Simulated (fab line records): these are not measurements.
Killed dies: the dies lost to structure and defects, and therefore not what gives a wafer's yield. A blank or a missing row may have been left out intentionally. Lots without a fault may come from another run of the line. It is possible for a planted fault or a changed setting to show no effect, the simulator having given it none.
The same fault as seen by 2 desks ; flow n5_finfet ; numbers are kept per desk, each desk with only its own; the story behind them comes last

## FROM THE METROLOGY DESK
Means of the sampled wafers that have a number, per lot and without regard to the tool the lot ran on: this is what the gauges read. Any lot whose mean is over 4 standard deviations away from the usual mean is out of limits and marked OUT; that distance is given in the brackets. 7 of its 11 readings are shown, namely those furthest out on some lot.
Columns: A = PWELL_OVL at N5_WELL_APT_OVL_MEAS_26, usual 1 nm; B = DIBL_N at N5_BEOL_M4_RC_MEAS_101, usual 35.8 mV/V; C = DIBL_P at N5_BEOL_M4_RC_MEAS_101, usual 35.9 mV/V; D = IOFF_N at N5_BEOL_M4_RC_MEAS_101, usual 0.152 nA/um; E = ION_N at N5_BEOL_M4_RC_MEAS_101, usual 672 uA/um; F = SS_N at N5_BEOL_M4_RC_MEAS_101, usual 71.5 mV/dec; G = VT_N at N5_BEOL_M4_RC_MEAS_101, usual 250 mV
lot;first seen here;A;B;C;D;E;F;G
L841;day 1 14:59;5;36.4;36.3;0.153;674;71.6;250
L842;day 1 21:02;7;36.9;37.3;0.171;675;72.9;251
L843;day 2 03:15;-4;37.2;36.5;0.162;677;71.7;248
L846;day 2 21:34;4;36.3;34.5;0.150;667;71.1;249
L847;day 3 03:05;-5;37.1;38.5;0.163;677;71.0;252
L854;day 4 21:35;10;34.2;33.5;0.122;660;71.1;252
L856;day 5 08:58;8;36.5;37.3;0.160;673;71.8;248
L862;day 6 20:46;4;34.0;34.5;0.138;660;71.5;253
L863;day 7 03:03;1;35.8;35.5;0.148;682;71.5;249
L864;day 7 09:07;0;35.3;35.3;0.144;670;71.6;254
This desk's verdict: no lot among the 10 shows anything out of limits.

## TOOL OWNER'S DESK, rie_si-03
The tool's own readings at N5_ZERO_LAYER_ETCH_18 (etches Si in HBr/Cl2, target depth 120 nm, time 40 s): means of the sampled wafers that have a number, for each lot that ran on this tool. Any lot whose mean is over 4 standard deviations away from the usual mean is out of limits and marked OUT; that distance is given in the brackets.
Columns: A = bias_w at N5_ZERO_LAYER_ETCH_18, usual 75.01 W; B = drypump_motor_current_A at N5_ZERO_LAYER_ETCH_18, usual 5.7 A; C = oes_product_au at N5_ZERO_LAYER_ETCH_18, usual 1.000 a.u.; D = throttle_valve_pct at N5_ZERO_LAYER_ETCH_18, usual 36.2 %
lot;first seen here;A;B;C;D
L842;day 1 18:48;75.06;5.8;1.007;36.0
L843;day 2 00:57;75.03;5.7;1.003;36.1
L854;day 4 19:24;81.58 (+35) OUT;5.8;1.010;36.0
L856;day 5 06:47;81.64 (+35) OUT;5.7;1.003;36.1
This desk's verdict: out of limits on L854, L856, starting with L854 at day 4 19:24 (bias_w at N5_ZERO_LAYER_ETCH_18). L842, L843 stayed within limits.

## BROUGHT TOGETHER
At day 4 19:24, on L854, L856, the tool owner's desk was in a position to raise an alarm.
Metrology desk: nothing out of limits seen.
The metrology desk has L854, L856 on record, within its limits.
All the named lots went through N5_ZERO_LAYER_ETCH_18 on rie_si-03.

## WHAT THE SIMULATOR PUT IN
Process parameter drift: rie_si-03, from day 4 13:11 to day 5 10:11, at N5_ZERO_LAYER_ETCH_18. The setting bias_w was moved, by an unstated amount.
Shown lots that were struck: L854, L856.
Time in hours from fault onset to the first out-of-limits reading at each desk: the tool owner's desk, 6.
